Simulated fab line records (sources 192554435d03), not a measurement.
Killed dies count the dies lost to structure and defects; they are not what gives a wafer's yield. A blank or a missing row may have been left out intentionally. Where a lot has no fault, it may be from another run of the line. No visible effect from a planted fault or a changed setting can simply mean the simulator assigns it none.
fab line records + flow n5Finfet
record
- lots=9
- wafers=27
- lastDay=19
route steps=1938 shown SD_EPI_P@307 ILD0@335 SDB@358 BEOL_M4@1111 PASSIVATION@1936
lots that met no fault: from a run of the same line without faults
startH: hours from the record's first day to the start of the lot's first wafer shown + waitH: hours from the lot's prior step to this one + " the same as in the row above + L1.1+2: several wafers, shown together as one row + - no value, or no start given + * or withheld: withheld + < > ~ a bound
route shown NAME@n: names a module that has steps shown in the file, with the first one's number in the route + usual: mean/standard deviation of fault-free wafers + same: alike in all rows + chamber/n: place in a boat + sites: readings site by site + _std_site: how widely they spread, as a standard deviation + _edge_site: mean of outer sites minus mean of inner sites + radiusMm: for every site, how far away it sits from the centre of the wafer + mask NAME#n: copy n + behind: the most recent tool/chamber to have shaped the wafer + hold: why the lot was held/for how many hours/how that ended + device: the n, p or np transistor that did not switch + end of line: the same wafers' tests at the end of the route + for a step that has no rows: nothing shown but its recipe + killed: the dies lost at the first sort to structure and to defects; this is not the yield of the wafer + map: a wafer's dies, x killed, . not, _ none there
set.NAME: setting as actually run; set.NAME@STEP: the setting as run at that earlier step + model.NAME: the simulator's own value behind a step, which no gauge read
the route's steps for a sample of lots (tables are steps, rows are wafers)
services: from which hour (startH, from the record's first day; less than 0 if before it) a tool's chamber was out of use, for how many hours, and why
## steps
# step N5_SD_EPI_P_ETCH_36
# recipe
- chemistry=CF4
- target=SiARC
- targetDepthA=455
- maskMaterial=CAR-ArF-block
- timeS=75.8
- ionEnergyEv=80
- pressureMtorr=40
- sourceW=545
- biasW=36
- Ar_flow_sccm=100
- cf4FlowSccm=100
- ends=cleared
# usual
- drypumpMotorCurrentA=6.0/0.38
- etchRfOnTimeS=75.9/1.5
- oesProductAu=0.66/0.056
- rfFwdPowerW=538.6/2.3
- rfVppV=183.9/1.2
- showerheadPlenumPTorr=2.12/0.071
- throttleValvePct=15.67/0.19
| lot.wafer | tool       | chamber | startH | waitH | drypumpMotorCurrentA | etchRfOnTimeS | oesProductAu | rfFwdPowerW | rfHoursCounterH | rfVppV | showerheadPlenumPTorr | throttleValvePct |
|-----------|------------|---------|--------|-------|----------------------|---------------|--------------|-------------|-----------------|--------|-----------------------|------------------|
| L734.1    | rieDiel-04 | 1       | 68.27  | 0.0   | 5.2                  | 73.3          | 0.71         | 539.9       | 90              | 182.8  | 2.09                  | 15.44            |
| L734.2    | "          | 3       | "      | "     | 6.4                  | 75.0          | 0.68         | 539.7       | 107             | 181.3  | 1.99                  | 15.72            |
| L734.4    | "          | 2       | "      | "     | 6.2                  | 75.1          | 0.60         | 537.5       | 224             | 184.5  | 2.11                  | 15.59            |
| L737.2    | rieDiel-05 | 0       | 82.66  | 0.0   | 5.9                  | 78.1          | 0.63         | 540.7       | 159             | 185.3  | 2.22                  | 15.88            |
| L737.4    | "          | 3       | "      | "     | 5.8                  | 75.7          | 0.61         | 538.3       | 222             | 183.9  | 2.03                  | 15.61            |
| L737.5    | "          | 1       | "      | "     | 5.6                  | 77.3          | 0.63         | 538.6       | -               | 185.9  | 2.22                  | 15.37            |
| L739.1    | rieDiel-04 | 2       | 95.46  | 0.0   | 6.3                  | 76.0          | 0.60         | 538.9       | 230             | 183.7  | 2.11                  | 15.59            |
| L739.2    | "          | 0       | "      | "     | 5.9                  | 76.5          | 0.67         | 537.9       | 122             | 181.8  | 2.07                  | 15.35            |
| L739.6    | "          | 1       | "      | "     | 5.3                  | 74.3          | 0.70         | 538.1       | -               | 183.3  | 2.09                  | 15.45            |
| L746.1    | rieDiel-04 | 2       | 137.94 | 0.0   | 6.3                  | 77.0          | 0.59         | 535.2       | 242             | 184.4  | 2.11                  | 15.61            |
| L746.3    | "          | 3       | "      | "     | 6.4                  | 75.8          | 0.67         | 543.1       | 125             | 182.2  | 1.99                  | 15.76            |
| L746.6    | "          | 2       | "      | "     | 6.3                  | 76.1          | 0.60         | 536.1       | -               | 183.0  | 2.11                  | 15.61            |
| L747.2    | rieDiel-04 | 1       | 141.64 | 0.0   | 5.2                  | 74.8          | 0.69         | 540.4       | 111             | 181.4  | 2.08                  | 15.50            |
| L747.4    | "          | 2       | "      | "     | 6.2                  | 76.4          | 0.59         | 534.5       | 244             | 184.9  | 2.11                  | 15.62            |
| L747.6    | "          | 1       | "      | "     | 5.2                  | 75.1          | 0.68         | 540.9       | -               | 182.3  | 2.08                  | 15.48            |
| L751.1    | rieDiel-05 | 0       | 163.57 | 0.0   | 5.9                  | 76.1          | 0.62         | 537.6       | 183             | 185.1  | 2.21                  | 15.94            |
| L751.2    | "          | 2       | "      | "     | 5.1                  | 76.0          | 0.70         | 542.0       | 90              | 183.9  | 2.16                  | 15.71            |
| L751.5    | "          | 1       | "      | "     | 5.6                  | 75.6          | 0.63         | 538.5       | -               | 184.5  | 2.21                  | 15.43            |
| L754.2    | rieDiel-06 | 0       | 181.51 | 0.0   | 6.1                  | 75.0          | 0.66         | 533.4       | 146             | 184.2  | 2.14                  | 15.80            |
| L754.3    | "          | 3       | "      | "     | 6.2                  | 76.7          | 0.66         | 538.4       | 136             | 184.2  | 2.15                  | 15.80            |
| L754.6    | "          | 0       | "      | "     | 6.1                  | 75.2          | 0.65         | 537.4       | -               | 184.2  | 2.14                  | 15.81            |
| L755.3    | rieDiel-06 | 3       | 190.25 | 0.0   | 6.2                  | 76.8          | 0.66         | 541.3       | 139             | 183.8  | 2.15                  | 15.82            |
| L755.4    | "          | 0       | "      | "     | 6.1                  | 75.6          | 0.66         | 537.2       | 149             | 185.1  | 2.14                  | 15.81            |
| L755.6    | "          | 1       | "      | "     | 6.2                  | 74.7          | 0.77         | 538.3       | -               | 184.7  | 2.18                  | 15.71            |
| L756.3    | rieDiel-04 | 3       | 201.27 | 0.0   | 6.4                  | 75.6          | 0.66         | 540.7       | 141             | 182.5  | 1.98                  | 15.78            |
| L756.4    | "          | 2       | "      | "     | 6.2                  | 74.3          | 0.85         | 538.2       | 4               | 184.4  | 2.10                  | 15.16            |
| L756.5    | "          | 3       | "      | "     | 6.4                  | 76.3          | 0.65         | 538.8       | -               | 183.6  | 1.98                  | 15.77            |
# step N5_ILD0_LINER_00
# recipe
- material=SiNx
- targetThkA=40
- tempC=400
- aldPrecursorFamily=SiH2I2
- aldCoReactant=N2/H2-plasma
- pulseTimeS=1
- purgeTimeS=2
- coReactantPurgeTimeS=2
- aldCycles=80
- pressureTorr=2
# usual
- heaterPowerOuterW=504/63
- heaterPowerW=824/73
- precursorPulseHeightRel=0.998/0.019
| lot.wafer | tool      | chamber | startH | waitH | heaterPowerOuterW | heaterPowerW | precursorPulseHeightRel |
|-----------|-----------|---------|--------|-------|-------------------|--------------|-------------------------|
| L734.1    | aldSin-02 | 0       | 72.90  | 0.0   | 552               | 807          | 0.995                   |
| L734.2    | "         | 3       | "      | "     | 602               | 948          | 0.987                   |
| L734.4    | "         | 2       | "      | "     | 567               | 919          | 0.971                   |
| L737.2    | aldSin-02 | 0       | 87.26  | 0.1   | 555               | 835          | 0.995                   |
| L737.4    | "         | 1       | "      | "     | 428               | 734          | 0.982                   |
| L737.5    | "         | 1       | "      | "     | 439               | 720          | 1.019                   |
| L739.1    | aldSin-02 | 0       | 100.52 | 0.6   | 554               | 820          | 1.017                   |
| L739.2    | "         | 2       | "      | "     | 566               | 919          | 1.015                   |
| L739.6    | "         | 0       | "      | "     | 551               | 857          | 0.971                   |
| L746.1    | aldSin-03 | 0       | 143.25 | 0.0   | 509               | 869          | 1.023                   |
| L746.3    | "         | 3       | "      | "     | 415               | 749          | 0.997                   |
| L746.6    | "         | 2       | "      | "     | 430               | 757          | 1.005                   |
| L747.2    | aldSin-02 | 1       | 146.97 | 0.0   | 436               | 745          | 0.944                   |
| L747.4    | "         | 2       | "      | "     | 563               | 922          | 0.990                   |
| L747.6    | "         | 1       | "      | "     | 441               | 737          | 0.992                   |
| L751.1    | aldSin-03 | 0       | 168.05 | 0.0   | 498               | 857          | 1.018                   |
| L751.2    | "         | 2       | "      | "     | 436               | 776          | 1.009                   |
| L751.5    | "         | 2       | "      | "     | 438               | 758          | 1.003                   |
| L754.2    | aldSin-04 | 1       | 187.53 | 0.7   | 462               | 775          | 0.981                   |
| L754.3    | "         | 3       | "      | "     | 554               | 886          | 1.043                   |
| L754.6    | "         | 0       | "      | "     | 503               | 810          | 0.988                   |
| L755.3    | aldSin-03 | 0       | 195.58 | 0.0   | 515               | 837          | 1.025                   |
| L755.4    | "         | 3       | "      | "     | 409               | 717          | 0.981                   |
| L755.6    | "         | 2       | "      | "     | 437               | 741          | 0.996                   |
| L756.3    | aldSin-02 | 2       | 206.22 | 0.2   | 568               | 910          | 1.026                   |
| L756.4    | "         | 0       | "      | "     | 563               | 812          | 0.965                   |
| L756.5    | "         | 2       | "      | "     | 583               | 921          | 0.978                   |
# step N5_ILD0_CMP_12
# recipe
- stopOn=poly-Si
- material=SiNx
- tOverpolishS=6
- postCmpClean=alkalineBrush
- downForcePsi=2.5
- platenRpm=51.8
- padVelocityMS=1.0307
- targetThkNm=17.67
# usual
- headPressurePsi=2.499/0.0048
- motorCurrentA=8.8/0.71
- overpolishRunS=6.000/0.0097
- timeToEndpointS=28.5/2.2
# same
- tOverpolishS=6
| lot.wafer | tool   | chamber | startH | waitH | headPressurePsi | motorCurrentA | overpolishRunS | timeToEndpointS |
|-----------|--------|---------|--------|-------|-----------------|---------------|----------------|-----------------|
| L734.4    | cmp-04 | 2       | 78.81  | 1.1   | 2.499           | 8.4           | 6.009          | 31.0            |
| L734.2    | "      | 3       | "      | "     | 2.494           | 8.3           | 5.995          | 31.7            |
| L734.1    | "      | 1       | "      | "     | 2.503           | 7.9           | 6.006          | 29.8            |
| L737.4    | cmp-02 | 2       | 93.58  | 1.3   | 2.498           | 9.2           | 5.998          | 28.2            |
| L737.2    | "      | 3       | "      | "     | 2.497           | 9.5           | 6.001          | 30.5            |
| L737.5    | "      | 0       | "      | "     | 2.503           | 9.9           | 5.987          | 28.0            |
| L739.2    | cmp-04 | 1       | 106.85 | 1.2   | 2.499           | 7.6           | 6.020          | 27.4            |
| L739.1    | "      | 2       | "      | "     | 2.493           | 8.9           | 5.999          | 27.0            |
| L739.6    | "      | 1       | "      | "     | 2.500           | 7.8           | 6.001          | 26.3            |
| L746.3    | cmp-02 | 3       | 149.16 | 1.1   | 1.864           | 8.3           | 5.991          | 37.1            |
| L746.1    | "      | 1       | "      | "     | 1.866           | 6.8           | 5.992          | 37.2            |
| L746.6    | "      | 3       | "      | "     | 1.865           | 7.8           | 6.001          | 39.5            |
| L747.2    | cmp-02 | 3       | 153.06 | 1.1   | 1.869           | 8.3           | 5.998          | 40.5            |
| L747.4    | "      | 1       | "      | "     | 1.867           | 7.0           | 5.993          | 38.6            |
| L747.6    | "      | 3       | "      | "     | 1.861           | 8.0           | 5.993          | 41.7            |
| L751.2    | cmp-04 | 0       | 173.99 | 1.2   | 2.511           | 8.4           | 5.998          | 29.6            |
| L751.1    | "      | 2       | "      | "     | 2.503           | 9.4           | 5.982          | 27.9            |
| L751.5    | "      | 3       | "      | "     | 2.502           | 9.0           | 5.998          | 26.2            |
| L754.2    | cmp-04 | 2       | 193.43 | 1.1   | 2.503           | 8.7           | 5.990          | 31.2            |
| L754.3    | "      | 1       | "      | "     | 2.506           | 7.7           | 6.003          | 30.3            |
| L754.6    | "      | 2       | "      | "     | 2.495           | 8.9           | 6.009          | 29.1            |
| L755.4    | cmp-04 | 2       | 201.88 | 1.1   | 2.496           | 8.9           | 6.018          | 27.9            |
| L755.3    | "      | 3       | "      | "     | 2.499           | 8.6           | 5.999          | 28.2            |
| L755.6    | "      | 2       | "      | "     | 2.495           | 9.0           | 5.996          | 28.9            |
| L756.4    | cmp-01 | 1       | 212.52 | 1.4   | 2.499           | 8.2           | 6.006          | 29.4            |
| L756.3    | "      | 3       | "      | "     | 2.497           | 10.1          | 5.999          | 28.2            |
| L756.5    | "      | 2       | "      | "     | 2.498           | 8.6           | 6.008          | 30.6            |
# step N5_SDB_INSPECT_13
# recipe
- mode=adi
- inspectInstrument=brightfield
# usual
- rawDefectCount=67/27
| lot.wafer | tool             | chamber | startH | waitH | rawDefectCount |
|-----------|------------------|---------|--------|-------|----------------|
| L734.1    | defectInspect-02 | -       | 79.58  | 0.0   | 60             |
| L734.2    | "                | -       | "      | "     | 54             |
| L734.4    | "                | -       | "      | "     | 75             |
| L737.2    | defectInspect-01 | -       | 94.37  | 0.0   | 42             |
| L737.4    | "                | -       | "      | "     | 52             |
| L737.5    | "                | -       | "      | "     | 40             |
| L739.1    | defectInspect-02 | -       | 107.67 | 0.0   | 88             |
| L739.2    | "                | -       | "      | "     | 85             |
| L739.6    | "                | -       | "      | "     | 34             |
| L746.1    | defectInspect-02 | -       | 150.06 | 0.0   | 70             |
| L746.3    | "                | -       | "      | "     | 79             |
| L746.6    | "                | -       | "      | "     | 69             |
| L747.2    | defectInspect-02 | -       | 153.94 | 0.0   | 47             |
| L747.4    | "                | -       | "      | "     | 172            |
| L747.6    | "                | -       | "      | "     | 80             |
| L751.1    | defectInspect-02 | -       | 174.81 | 0.0   | 116            |
| L751.2    | "                | -       | "      | "     | 91             |
| L751.5    | "                | -       | "      | "     | 83             |
| L754.2    | defectInspect-02 | -       | 194.16 | 0.0   | 43             |
| L754.3    | "                | -       | "      | "     | 50             |
| L754.6    | "                | -       | "      | "     | 100            |
| L755.3    | defectInspect-02 | -       | 202.75 | 0.0   | 92             |
| L755.4    | "                | -       | "      | "     | 48             |
| L755.6    | "                | -       | "      | "     | 31             |
| L756.3    | defectInspect-02 | -       | 213.41 | 0.0   | 48             |
| L756.4    | "                | -       | "      | "     | 74             |
| L756.5    | "                | -       | "      | "     | 113            |
# step N5_BEOL_M4_RC_MEAS_101
# usual
- DIBL_N=36.1/1.4
- DIBL_P=36.3/1.4
- IOFF_N=0.154/0.021
- IOFF_P=0.21/0.032
- ION_N=670/8.1
- ION_P=461/7
- SS_N=71.4/0.49
- SS_P=73.3/0.5
- VT_N=250.4/2.6
- VT_P=-250/3.7
| lot.wafer | tool      | chamber | startH | waitH | DIBL_N[mV/V] | DIBL_P[mV/V] | IOFF_N[nA/um] | IOFF_P[nA/um] | ION_N[uA/um] | ION_P[uA/um] | SS_N[mV/dec] | SS_P[mV/dec] | VT_N[mV] | VT_P[mV] |
|-----------|-----------|---------|--------|-------|--------------|--------------|---------------|---------------|--------------|--------------|--------------|--------------|----------|----------|
| L734.1    | prober-02 | 0       | 201.28 | 0.0   | 38.2         | 36.8         | 0.170         | 0.20          | 676          | 451          | 71.7         | 73.0         | 246.3    | -252     |
| L734.2    | "         | 0       | "      | "     | 37.8         | 37.5         | 0.172         | 0.20          | 682          | 458          | 71.7         | 73.5         | 248.8    | -254     |
| L734.4    | "         | 0       | "      | "     | 36.8         | 36.2         | 0.154         | 0.18          | 681          | 465          | 70.8         | 73.3         | 248.1    | -254     |
| L737.2    | prober-02 | 0       | 211.23 | 0.2   | 33.3         | 32.9         | 0.124         | 0.22          | 664          | 472          | 70.8         | 73.2         | 252.9    | -244     |
| L737.4    | "         | 0       | "      | "     | 36.0         | 35.6         | 0.170         | 0.28          | 676          | 475          | 71.4         | 73.1         | 246.2    | -242     |
| L737.5    | "         | 0       | "      | "     | 34.6         | 34.2         | 0.146         | 0.25          | 681          | 480          | 71.1         | 72.8         | 250.2    | -241     |
| L739.1    | prober-01 | 0       | 221.92 | 0.0   | 36.3         | 36.4         | 0.141         | 0.20          | 665          | 460          | 71.5         | 73.5         | 251.3    | -251     |
| L739.2    | "         | 0       | "      | "     | 37.9         | 38.5         | 0.176         | 0.24          | 677          | 463          | 72.1         | 74.1         | 246.2    | -249     |
| L739.6    | "         | 0       | "      | "     | 36.1         | 35.9         | 0.143         | 0.20          | 666          | 458          | 71.1         | 73.4         | 252.1    | -250     |
| L746.1    | prober-01 | 0       | 260.26 | 0.0   | 34.6         | 35.6         | 0.141         | 0.17          | 676          | 457          | 71.6         | 73.4         | 252.6    | -256     |
| L746.3    | "         | 0       | "      | "     | 35.1         | 35.7         | 0.139         | 0.16          | 673          | 448          | 71.4         | 73.7         | 254.0    | -257     |
| L746.6    | "         | 0       | "      | "     | 32.7         | 31.8         | 0.103         | 0.12          | 649          | 439          | 70.6         | 72.3         | 258.4    | -259     |
| L747.2    | prober-02 | 0       | 271.58 | 0.2   | 35.6         | 36.4         | 0.161         | 0.21          | 677          | 462          | 71.2         | 72.6         | 248.5    | -249     |
| L747.4    | "         | 0       | "      | "     | 36.7         | 37.6         | 0.179         | 0.24          | 678          | 468          | 71.8         | 73.8         | 246.2    | -247     |
| L747.6    | "         | 0       | "      | "     | 35.5         | 36.7         | 0.164         | 0.22          | 680          | 462          | 71.6         | 73.6         | 247.9    | -251     |
| L751.1    | prober-01 | 0       | 305.70 | 0.0   | 34.7         | 34.4         | 0.133         | 0.17          | 656          | 453          | 71.4         | 72.7         | 252.5    | -254     |
| L751.2    | "         | 0       | "      | "     | 34.2         | 34.5         | 0.122         | 0.17          | 664          | 452          | 71.5         | 72.2         | 252.3    | -253     |
| L751.5    | "         | 0       | "      | "     | 35.3         | 34.9         | 0.134         | 0.18          | 669          | 459          | 71.7         | 73.5         | 253.1    | -252     |
| L754.2    | prober-02 | 0       | 312.62 | 0.2   | 35.7         | 36.6         | 0.149         | 0.21          | 667          | 460          | 71.2         | 72.6         | 250.2    | -249     |
| L754.3    | "         | 0       | "      | "     | 35.4         | 36.2         | 0.144         | 0.20          | 667          | 463          | 71.3         | 72.9         | 253.2    | -251     |
| L754.6    | "         | 0       | "      | "     | 35.3         | 36.6         | 0.150         | 0.21          | 671          | 465          | 71.4         | 73.3         | 250.8    | -248     |
| L755.3    | prober-01 | 0       | 339.87 | 0.3   | 38.4         | 39.0         | 0.203         | 0.27          | 669          | 463          | 72.2         | 74.1         | 247.8    | -246     |
| L755.4    | "         | 0       | "      | "     | 36.3         | 36.1         | 0.148         | 0.21          | 668          | 465          | 71.8         | 73.2         | 252.4    | -250     |
| L755.6    | "         | 0       | "      | "     | 37.2         | 37.6         | 0.176         | 0.25          | 677          | 469          | 71.7         | 73.3         | 249.6    | -245     |
| L756.3    | prober-02 | 0       | 340.95 | 0.3   | 35.5         | 36.3         | 0.127         | 0.17          | 664          | 461          | 71.0         | 72.8         | 254.9    | -257     |
| L756.4    | "         | 0       | "      | "     | 36.7         | 37.0         | 0.152         | 0.19          | 668          | 453          | 71.5         | 72.7         | 252.0    | -251     |
| L756.5    | "         | 0       | "      | "     | 36.2         | 36.6         | 0.140         | 0.18          | 669          | 455          | 71.4         | 73.2         | 257.7    | -257     |
# step N5_PASSIVATION_PROBE_49
# usual
- defectLimitedYield=91.0/1.6
- killed_at_M0_to_M3=35/11
- killed_at_M4_up=14/5.1
- killedAtContacts=12/6.6
- killedAtFrontEnd=41/12
- killedAtOther=4/3
- killedDies=107/19
- killedOpen=70/15
- killedShort=35/8.5
- sort_bin_5_function=5.3/1
- sort_bin_6_memory=3.4/0.73
- sort_bin_8_speed=0.00/0.007
- sortNPass=1073/19
- sortYieldPct=91.0/1.6
# same
- grossDies=1180
- killedAtBackSide=0
- sort_bin_4_leakage[%]=0
| lot.wafer | tool      | chamber | startH | waitH | defectLimitedYield[%] | killed_at_M0_to_M3 | killed_at_M4_up | killedAtContacts | killedAtFrontEnd | killedAtOther | killedDies | killedOpen | killedShort | sort_bin_5_function[%] | sort_bin_6_memory[%] | sort_bin_8_speed[%] | sortNPass | sortYieldPct[%] |
|-----------|-----------|---------|--------|-------|-----------------------|--------------------|-----------------|------------------|------------------|---------------|------------|------------|-------------|------------------------|----------------------|---------------------|-----------|-----------------|
| L739.1    | prober-01 | -       | 322.45 | 0.0   | 91.1                  | 39                 | 14              | 13               | 33               | 6             | 105        | 78         | 26          | 5.2                    | 3.4                  | 0                   | 1075      | 91.1            |
| L739.2    | prober-01 | -       | 322.50 | 0.1   | 91.9                  | 22                 | 13              | 12               | 46               | 2             | 95         | 67         | 28          | 5.3                    | 2.5                  | 0                   | 1085      | 91.9            |
| L739.6    | prober-01 | -       | 322.70 | 0.3   | 89.3                  | 25                 | 16              | 20               | 60               | 5             | 126        | 92         | 32          | 5.8                    | 4.7                  | 0                   | 1054      | 89.3            |
| L747.2    | prober-02 | -       | 380.15 | 0.1   | 91.6                  | 40                 | 16              | 7                | 36               | 0             | 99         | 59         | 40          | 5.3                    | 2.5                  | 0                   | 1081      | 91.6            |
| L747.4    | prober-02 | -       | 380.25 | 0.2   | 93.6                  | 20                 | 14              | 5                | 35               | 2             | 76         | 53         | 22          | 4.1                    | 2.2                  | 0                   | 1104      | 93.6            |
| L747.6    | prober-02 | -       | 380.35 | 0.3   | 92.4                  | 33                 | 13              | 8                | 33               | 3             | 90         | 63         | 26          | 4.3                    | 3.1                  | 0                   | 1090      | 92.4            |
| L751.1    | prober-01 | -       | 407.03 | 0.0   | 88.7                  | 30                 | 21              | 12               | 67               | 3             | 133        | 78         | 53          | 7.2                    | 3.7                  | 0                   | 1047      | 88.7            |
| L751.2    | prober-01 | -       | 407.08 | 0.1   | 92.4                  | 30                 | 9               | 3                | 45               | 3             | 90         | 61         | 28          | 4.2                    | 3.1                  | 0                   | 1090      | 92.4            |
| L751.5    | prober-01 | -       | 407.23 | 0.2   | 90.6                  | 34                 | 8               | 5                | 58               | 6             | 111        | 59         | 52          | 4.4                    | 4.7                  | 0                   | 1069      | 90.6            |
| L755.3    | prober-01 | -       | 457.14 | 0.1   | 89.6                  | 54                 | 15              | 23               | 29               | 2             | 123        | 100        | 22          | 6.7                    | 3.5                  | 0                   | 1057      | 89.6            |
| L755.4    | prober-01 | -       | 457.19 | 0.2   | 89.0                  | 35                 | 19              | 22               | 49               | 5             | 130        | 90         | 40          | 6.1                    | 4.4                  | 0                   | 1050      | 89.0            |
| L755.6    | prober-01 | -       | 457.29 | 0.3   | 90.3                  | 44                 | 21              | 21               | 28               | 0             | 114        | 86         | 28          | 5.6                    | 3.6                  | 0                   | 1066      | 90.3            |
# killed by level:class
L739.1 BEOL_M1:geometricParticle:open=14 MOL_CONTACT_COAG:geometricParticle:open=11 STI_FIN_REVEAL:geometricParticle:open=10 BEOL_M0:geometricParticle:open=6 FIN_SAQP:geometricParticle:short=5 BEOL_M0_SAQP:geometricParticle:open=5 GATE_CUT:geometricParticle:short=5 MIM_TOP_ETCH:geometricParticle:open=5
L739.2 MOL_CONTACT_COAG:geometricParticle:open=11 FIN_SAQP:geometricParticle:open=10 STI_FIN_REVEAL:geometricParticle:open=8 FIN_SAQP:geometricParticle:short=7 BEOL_M1:geometricParticle:open=7 STARTING-WAFER:geometricParticle:short=5 GATE_CUT:geometricParticle:open=4 BEOL_M0_SAQP:geometricParticle:open=4
L739.6 STI_FIN_REVEAL:geometricParticle:open=17 MOL_CONTACT_COAG:geometricParticle:open=14 BEOL_M2:geometricParticle:open=11 FIN_SAQP:geometricParticle:open=6 SPACER0:geometricParticle:open=6 MOL_CONTACT_COAG:geometricParticle:short=6 STI_FIN_REVEAL:geometricParticle:short=4 SPACER0:geometricParticle:short=4
L747.2 BEOL_M0_SAQP:geometricParticle:short=16 FIN_SAQP:geometricParticle:open=9 BEOL_M2:geometricParticle:open=9 BEOL_M4:geometricParticle:open=9 FIN_SAQP:geometricParticle:short=7 BEOL_M0_SAQP:geometricParticle:open=7 STI_FIN_REVEAL:geometricParticle:open=6 MOL_CONTACT_COAG:geometricParticle:open=5
L747.4 FIN_SAQP:geometricParticle:open=13 BEOL_M4:geometricParticle:open=6 FIN_SAQP:geometricParticle:short=5 MOL_CONTACT_COAG:geometricParticle:open=5 BEOL_M1:geometricParticle:open=5 ILD0:geometricParticle:short=4 BEOL_M0_SAQP:geometricParticle:open=4 BEOL_M3:geometricParticle:open=4
L747.6 BEOL_M0_SAQP:geometricParticle:open=13 BEOL_M4:geometricParticle:open=8 FIN_SAQP:geometricParticle:open=7 MOL_CONTACT_COAG:geometricParticle:open=7 STARTING-WAFER:geometricParticle:short=6 FIN_SAQP:geometricParticle:short=5 STI_FIN_REVEAL:geometricParticle:open=5 BEOL_M0_SAQP:geometricParticle:short=5
L751.1 STI_FIN_REVEAL:geometricParticle:open=23 FIN_SAQP:geometricParticle:short=13 BEOL_M4:geometricParticle:open=11 BEOL_M2:geometricParticle:open=9 GATE_CUT:geometricParticle:short=8 MOL_CONTACT_COAG:geometricParticle:short=6 MOL_CONTACT_COAG:geometricParticle:open=6 FIN_SAQP:geometricParticle:open=5
L751.2 STI_FIN_REVEAL:geometricParticle:open=10 FIN_SAQP:geometricParticle:open=9 BEOL_M0:geometricParticle:open=6 BEOL_M1:geometricParticle:open=6 FIN_SAQP:geometricParticle:short=5 GATE_CUT:geometricParticle:short=5 BEOL_M0_SAQP:geometricParticle:open=5 BEOL_M3:geometricParticle:open=4
L751.5 FIN_SAQP:geometricParticle:short=16 FIN_SAQP:geometricParticle:open=13 BEOL_M3:geometricParticle:open=11 STI_FIN_REVEAL:geometricParticle:open=10 BEOL_M0_SAQP:geometricParticle:short=10 ILD0:geometricParticle:short=7 BEOL_M0_SAQP:geometricParticle:open=4 BEOL_M3:geometricParticle:short=4
L755.3 MOL_CONTACT_COAG:geometricParticle:open=19 BEOL_M2:geometricParticle:open=12 BEOL_M1:geometricParticle:open=9 BEOL_M0_SAQP:geometricParticle:open=9 BEOL_M3:geometricParticle:open=9 BEOL_M0_SAQP:geometricParticle:short=8 BEOL_M4:geometricParticle:open=8 STI_FIN_REVEAL:geometricParticle:open=6
L755.4 MOL_CONTACT_COAG:geometricParticle:open=18 BEOL_M3:geometricParticle:open=12 GATE_CUT:geometricParticle:short=9 FIN_SAQP:geometricParticle:short=8 STI_FIN_REVEAL:geometricParticle:open=8 BEOL_M4:geometricParticle:open=7 DUMMY_GATE:geometricParticle:open=5 BEOL_M5:geometricParticle:open=5
L755.6 MOL_CONTACT_COAG:geometricParticle:open=18 BEOL_M4:geometricParticle:open=12 BEOL_M3:geometricParticle:open=9 BEOL_M0_SAQP:geometricParticle:short=9 BEOL_M1:geometricParticle:open=9 BEOL_M0_SAQP:geometricParticle:open=8 BEOL_M2:geometricParticle:open=7 DUMMY_GATE:geometricParticle:open=4
## services
| tool       | chamber | startH | hours | kind                          |
|------------|---------|--------|-------|-------------------------------|
| cmp-02     | -       | 49.00  | 4.0   | pm                            |
| rieDiel-06 | -       | 51.36  | 14.6  | pm                            |
| aldSin-04  | 3       | 63.33  | 9.2   | repair                        |
| cmp-02     | -       | 64.80  | 17.5  | pm                            |
| aldSin-03  | -       | 86.61  | 14.0  | pm                            |
| cmp-02     | -       | 89.70  | 3.3   | repair                        |
| cmp-02     | -       | 96.53  | 2.2   | repair                        |
| cmp-04     | -       | 118.96 | 4.0   | pm                            |
| cmp-04     | -       | 122.96 | -     | consumableReplace:conditioner |
| cmp-04     | -       | 122.96 | -     | consumableReplace:pad         |
| rieDiel-04 | -       | 124.52 | 2.8   | pm                            |
| rieDiel-06 | -       | 124.66 | 0.2   | repair                        |
| rieDiel-06 | 1       | 137.33 | 5.4   | repair                        |
| rieDiel-05 | 2       | 138.48 | 4.3   | repair                        |
| cmp-04     | -       | 139.55 | 0.9   | repair                        |
| cmp-01     | -       | 153.64 | 1.2   | repair                        |
| rieDiel-06 | 0       | 155.89 | 3.1   | repair                        |
| rieDiel-04 | 2       | 162.41 | -     | clean                         |
| rieDiel-04 | 2       | 162.41 | -     | consumableReplace:focusRing   |
| rieDiel-04 | 3       | 179.15 | 9.9   | repair                        |
| cmp-02     | -       | 184.42 | 2.6   | repair                        |
| cmp-01     | -       | 196.21 | 7.7   | pm                            |
| aldSin-04  | -       | 203.31 | 6.1   | pm                            |
| cmp-02     | -       | 208.98 | 4.9   | pm                            |
## key
firstSign
- step=N5_ILD0_CMP_12
- reading=headPressurePsi
- direction=down
- sigmas=99+
- usual=2.499
- struck=1.865
effect
- step=N5_ILD0_CMP_12
- reading=timeToEndpointS
- direction=up
- sigmas=4.8
- usual=*
- struck=*
metAt N5_ILD0_CMP_12
struckLots L746,L747
notActingAt N5_SD_EPI_P_ETCH_36,N5_ILD0_LINER_00,N5_SDB_INSPECT_13
onsetBetween 93.58 149.16
fault
- kind=processParameterDrift
- tool=cmp-02
- chamber=-
- onsetH=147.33
- steps=N5_ILD0_CMP_12
- channel=downForcePsi
- offset=-0.63289
- shape=step
- endH=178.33
- actsIn=theseRecipesOnly
- stated=2.5
